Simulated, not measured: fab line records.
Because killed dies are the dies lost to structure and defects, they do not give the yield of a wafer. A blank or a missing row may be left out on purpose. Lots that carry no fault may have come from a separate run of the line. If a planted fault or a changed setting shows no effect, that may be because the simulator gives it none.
Matching of chambers + flow n5-finfet + N5_BEOL_M5_PECVD_70 on pecvd-04: 3 sister chambers
The step deposits SiO2 from TEOS/O2, target thk 16 nm, time 18 s. 3 wafers are shown with their chamber, then 8 later ones without.

== WAFERS WITH THEIR CHAMBER ==
| wafer  | chamber | showerhead-plenum-p-Torr (Torr) |
|--------|---------|---------------------------------|
| L188.4 | 2       | 8.72                            |
| L195.6 | 0       | 8.70                            |
| L200.2 | 1       | 8.88                            |

== WAFERS MISSING THEIR CHAMBER ==
| wafer  | showerhead-plenum-p-Torr (Torr) |
|--------|---------------------------------|
| L200.3 | 8.69                            |
| L200.6 | 8.70                            |
| L201.1 | 8.70                            |
| L201.2 | 8.74                            |
| L201.5 | 8.68                            |
| L206.1 | 8.69                            |
| L206.4 | 8.86                            |
| L206.6 | 8.73                            |

== CHAMBER TAKEN BY EACH ==
| wafer  | from the rows above     | in truth |
|--------|-------------------------|----------|
| L200.3 | can't be placed: 0 or 2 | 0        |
| L200.6 | can't be placed: 0 or 2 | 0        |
| L201.1 | can't be placed: 0 or 2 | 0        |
| L201.2 | can't be placed: 2 or 0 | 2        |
| L201.5 | can't be placed: 0 or 2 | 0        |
| L206.1 | can't be placed: 0 or 2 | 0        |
| L206.4 | 1                       | 1        |
| L206.6 | can't be placed: 2 or 0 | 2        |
1 of 8 placed correctly. From these rows, 7 cannot be placed; in 7 the true chamber is one of the candidates. 0 placed wrongly.
How it was worked out, from the rows above alone: a wafer's distance from a chamber is the root of the sum, over the readings, of the square of ((its reading less the chamber's mean) divided by the reading's scatter). The wafer belongs to the nearest chamber; if the next one is less than 2 further off, it can't be placed. Each chamber's mean is taken over the wafers shown for it. The scatter: with one shown wafer a chamber, the root of the mean of the squares of how far each hidden wafer lies from its nearest shown one.
